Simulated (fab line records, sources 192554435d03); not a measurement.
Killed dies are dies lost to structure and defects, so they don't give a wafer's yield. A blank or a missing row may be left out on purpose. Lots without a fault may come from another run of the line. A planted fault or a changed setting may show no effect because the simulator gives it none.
Chamber matching | flow n5_finfet | N5_GATE_CUT_PECVD_57 on pecvd-03: 3 sister chambers
The step deposits SiNx from SiH4/NH3/N2, target thk 21 nm. 6 wafers are shown with their chamber, then 12 later ones without.

WAFERS WITH THEIR CHAMBER
wafer  | chamber | throttle_valve_pct (%) | showerhead_plenum_p_Torr (Torr)
L077.4 | 1       | 40.1                   | 5.06
L083.5 | 1       | 40.2                   | 5.05
L087.4 | 2       | 38.3                   | 5.25
L089.1 | 0       | 44.0                   | 5.05
L089.4 | 0       | 44.2                   | 5.03
L089.6 | 2       | 38.1                   | 5.26

WAFERS WITHOUT THEIR CHAMBER
wafer  | throttle_valve_pct (%) | showerhead_plenum_p_Torr (Torr)
L092.2 | 38.5                   | 5.24
L092.4 | 44.4                   | 5.05
L092.6 | 38.5                   | 5.25
L094.1 | 40.1                   | 5.06
L094.2 | 44.4                   | 5.05
L094.3 | 38.8                   | 5.23
L094.4 | 44.2                   | 5.05
L094.5 | 39.8                   | 5.05
L094.6 | 38.7                   | 5.25
L095.1 | 40.0                   | 5.06
L095.2 | 38.6                   | 5.24
L095.5 | 44.2                   | 5.05

WHICH CHAMBER EACH WENT THROUGH
wafer  | from the rows above | in truth
L092.2 | 2                   | 2
L092.4 | 0                   | 0
L092.6 | 2                   | 2
L094.1 | 1                   | 1
L094.2 | 0                   | 0
L094.3 | 2                   | 2
L094.4 | 0                   | 0
L094.5 | 1                   | 1
L094.6 | 2                   | 2
L095.1 | 1                   | 1
L095.2 | 2                   | 2
L095.5 | 0                   | 0
Placed correctly: 12 of 12. Can't be placed from these rows: 0. Placed wrongly: 0.
How it was worked out, from the rows above alone: a wafer's distance from a chamber is the root of the sum, over the readings, of the square of ((its reading less the chamber's mean) divided by the reading's scatter). The wafer belongs to the nearest chamber; if the next one is less than 2 further off, it can't be placed. A chamber's mean is the mean of its shown wafers. The scatter: the root of (the sum of the squares of (reading less its chamber's mean) over the shown wafers, divided by (wafers less chambers)).
